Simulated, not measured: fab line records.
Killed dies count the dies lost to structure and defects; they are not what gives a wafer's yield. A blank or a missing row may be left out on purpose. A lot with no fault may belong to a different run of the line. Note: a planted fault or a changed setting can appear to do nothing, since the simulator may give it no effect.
A struck lot beside a sound one || flow n5-finfet || 37 steps out of a route of 1938
Sound: the wafers L357.2, L357.4, L357.6. Struck: wafer L367.4 (L367.3, L367.6, from the same lot, were not struck and are left out); the cause is given at the end.
At each step with rows: each side's tool, then ch and its chambers, then its first start. Under that, the readings that differ: sound wafers || struck wafers || difference of the means || sigmas: that difference in standard deviations of wafers without a fault.
alike: same words and numbers on both sides, and readings whose means sit less than 2 such deviations apart. not compared: any withheld reading, any reading some wafer has no value for, any bound like >300 that may hide the same value, and any number with overlapping values for which the record gives no deviation.
Wherever a step has rows on one side only, a row that says differs or no value, or a row with sigmas, the two part there. Non-overlapping numbers with no deviation appear without sigmas and do not part them. A reading that every wafer of one side lacks parts them only if that side has two wafers or more.

first, 9 steps without rows for these wafers: N5_PMOS_HMC_CHANNEL_EPI_PRECLEAN_40 (cleans in DHF, time 30 s); N5_PMOS_HMC_CHANNEL_EPI_PRECLEAN_37 (cleans in O3/DIW, time 45 s); N5_PMOS_HMC_CHANNEL_EPI_PRECLEAN_24 (cleans in DHF, time 30 s); N5_PMOS_HMC_CHANNEL_EPI_SRD_25 (time 30 s); N5_PMOS_HMC_CHANNEL_EPI_EPI_26 (deposits Si from SiH4/H2, target thk 3.8 nm, time 22.7 s); N5_FIN_SAQP_PRECLEAN_42 (cleans in O3/DIW, time 60 s); N5_FIN_SAQP_PRECLEAN_00 (cleans in SC1, time 60 s); N5_FIN_SAQP_PRECLEAN_44 (cleans in SC2, time 45 s); N5_FIN_SAQP_SRD_01 (time 30 s).
N5_FIN_SAQP_ALD_61: deposits SiO2, target thk 4 nm, pulse time 1 s, purge time 2 s.
  sound on ald-sin-03 ch 0,1,3, day 4 20:45; struck on ald-sin-03 ch 2, day 7 09:14
{"reading": "ald-cycles", "sound": "43 43 43", "struck": 38, "difference": -5, "sigmas": ""}
{"reading": "model.SiO2_of_FIN_SAQP_ALD_61.thk-nm (nm)", "sound": "4.01 3.976 4.019", "struck": 3.539, "difference": -0.463, "sigmas": ""}
  alike: heater-power-w, precursor-pulse-height-rel
  not compared: since-wet-clean-h
then, 24 steps without rows for these wafers: N5_FIN_SAQP_DENSIFY_62 (time 60 s); N5_FIN_SAQP_HM_DEP_03 (deposits SiNx from SiH4/NH3/N2, target thk 38 nm, time 33.6 s); N5_FIN_SAQP_PECVD_47 (deposits a-Si from SiH4/He, target thk 45 nm, time 36.3 s); N5_FIN_SAQP_PECVD_48 (deposits SiNx from SiH4/NH3/N2, target thk 25 nm, time 22.1 s); N5_FIN_SAQP_PECVD_06 (deposits a-Si from SiH4/He, target thk 60 nm, time 48.1 s); N5_FIN_SAQP_HM_DEP_72 (deposits SiO2 from SiH4/N2O, target thk 12 nm, time 7.2 s); N5_FIN_SAQP_COAT_49 (time 60 s, resist thk 100 nm); N5_FIN_SAQP_COAT_50 (time 60 s, resist thk 35 nm); N5_FIN_SAQP_COAT_10 (resist thk 90 nm); N5_FIN_SAQP_EBR_12; N5_FIN_SAQP_SOFTBAKE_11 (time 60 s); N5_FIN_SAQP_EXPOSE_13 (exposes mask FIN CORE, target cd 35.6 nm); N5_FIN_SAQP_PEB_14 (peb time 60 s); N5_FIN_SAQP_DEVELOP_15 (develop time 30 s); N5_FIN_SAQP_DESCUM_21 (chemistry O2, time 7.9 s); N5_FIN_SAQP_ETCH_51 (etches SiARC in CF4, target depth 45.5 nm, time 75.8 s); N5_FIN_SAQP_ETCH_52 (etches SOC in N2/H2, target depth 100 nm, overetch 20 nm, time 150 s); N5_FIN_SAQP_STRIP_53 (strips in N2/H2); N5_FIN_SAQP_HM_OPEN_73 (chemistry CHF3/O2, target SiO2, stops on a-Si, target depth 12 nm, time 16.8 s); N5_FIN_SAQP_STRIP_74 (strips in CHF3/O2); N5_FIN_SAQP_MANDREL_ETCH_22 (etches a-Si in HBr/Cl2, stops on SiNx, target depth 60 nm, bt time 10 s, time 30 s); N5_FIN_SAQP_STRIP_55 (strips in N2/H2); N5_FIN_SAQP_STRIP_23 (strips in SPM, time 750 s); N5_FIN_SAQP_SRD_66 (time 30 s).
N5_FIN_CUT_CUT_ETCH_27: etches SiO2 in CHF3/O2, target depth 4 nm, overetch 2 nm, time 4.9 s.
  sound on rie-diel-02 ch 1,2,3, day 5 03:24; struck on rie-diel-04 ch 1, day 7 16:22
{"reading": "CHF3_flow_sccm (sccm)", "sound": "49.64 50.00 50.03", "struck": 50.20, "difference": "+0.31", "sigmas": "+2"}
{"reading": "model.etch.depth-nm (nm)", "sound": "4.01 3.976 4.019", "struck": 3.539, "difference": -0.463, "sigmas": ""}
  alike: O2_flow_sccm, drypump-motor-current-A, oes_ar_750_au, oes-product-au, rf-vpp-V, showerhead-plenum-p-Torr, throttle-valve-pct
  not compared: rf-hours-counter-h
N5_STI_FIN_REVEAL_STRIP_16: strips SiNx in H3PO4, target depth 23.8 nm.
  sound on wet-bench-02 ch 0,1,6, day 5 12:17; struck on wet-bench-04 ch 5, day 8 00:22
{"reading": "model.SiO2_of_FIN_SAQP_ALD_61.thk-nm (nm)", "sound": "3.8 3.8 3.8", "struck": 3.2, "difference": -0.6, "sigmas": ""}
-- the record jumps here: 6 days lie between the struck wafers' starts before and after (it left off in module STI_FIN_REVEAL and takes up again in module BEOL_M4, whose first step shown is number 1111 of the route) --
N5_BEOL_M4_RC_MEAS_101:
  sound on prober-01 ch 0, day 11 08:14; struck on prober-02 ch 0, day 14 08:02
  alike: DIBL_N, DIBL_P, IOFF_N, IOFF_P, ION_N, ION_P, SS_N, SS_P, VT_N, VT_P

== WHERE THEY PART ==
At N5_FIN_CUT_CUT_ETCH_27 and nowhere else, as far as this record goes. Later steps at which nothing parts them and some readings are alike: N5_BEOL_M4_RC_MEAS_101.

WHY: the cause the simulator had injected
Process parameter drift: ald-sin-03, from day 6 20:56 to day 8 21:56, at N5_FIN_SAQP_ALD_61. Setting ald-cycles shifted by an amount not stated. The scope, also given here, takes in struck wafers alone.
